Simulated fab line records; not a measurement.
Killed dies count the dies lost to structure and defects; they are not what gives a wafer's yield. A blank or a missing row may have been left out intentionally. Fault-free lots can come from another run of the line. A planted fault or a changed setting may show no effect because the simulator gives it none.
Chamber matching | flow n5-finfet | N5_BEOL_M0_SAQP_ILD_DEP_01 on pecvd-02: 3 sister chambers
The step deposits SiOC from DEMS/O2, target thk 45.419 nm, time 8.7 s. 3 wafers are shown with their chamber, then 9 later ones without.

EACH WAFER AND ITS CHAMBER
wafer  | chamber | showerhead-vpp-V (V)
L086.3 | 0       | 1553
L086.4 | 2       | 1333
L086.6 | 1       | 1427

WAFERS WHOSE CHAMBER IS MISSING
wafer  | showerhead-vpp-V (V)
L087.1 | 1287
L087.2 | 1411
L087.5 | 1564
L095.1 | 1312
L095.2 | 1553
L095.3 | 1437
L097.2 | 1298
L097.4 | 1331
L097.5 | 1551

CHAMBER TAKEN BY EACH
wafer  | from the rows above | in truth
L087.1 | 2                   | 2
L087.2 | 1                   | 1
L087.5 | 0                   | 0
L095.1 | 2                   | 2
L095.2 | 0                   | 0
L095.3 | 1                   | 1
L097.2 | 2                   | 2
L097.4 | 2                   | 2
L097.5 | 0                   | 0
Correct placement for 9 of the 9. Can't be placed from these rows: 0. 0 placed wrongly.
How it was worked out, from the rows above alone: a wafer's distance from a chamber is the root of the sum, over the readings, of the square of ((its reading less the chamber's mean) divided by the reading's scatter). The wafer belongs to the nearest chamber; if the next one is less than 2 further off, it can't be placed. Each chamber's mean is taken over the wafers shown for it. The scatter: root of mean squared gap, hidden wafer to nearest shown wafer, with one shown wafer a chamber.
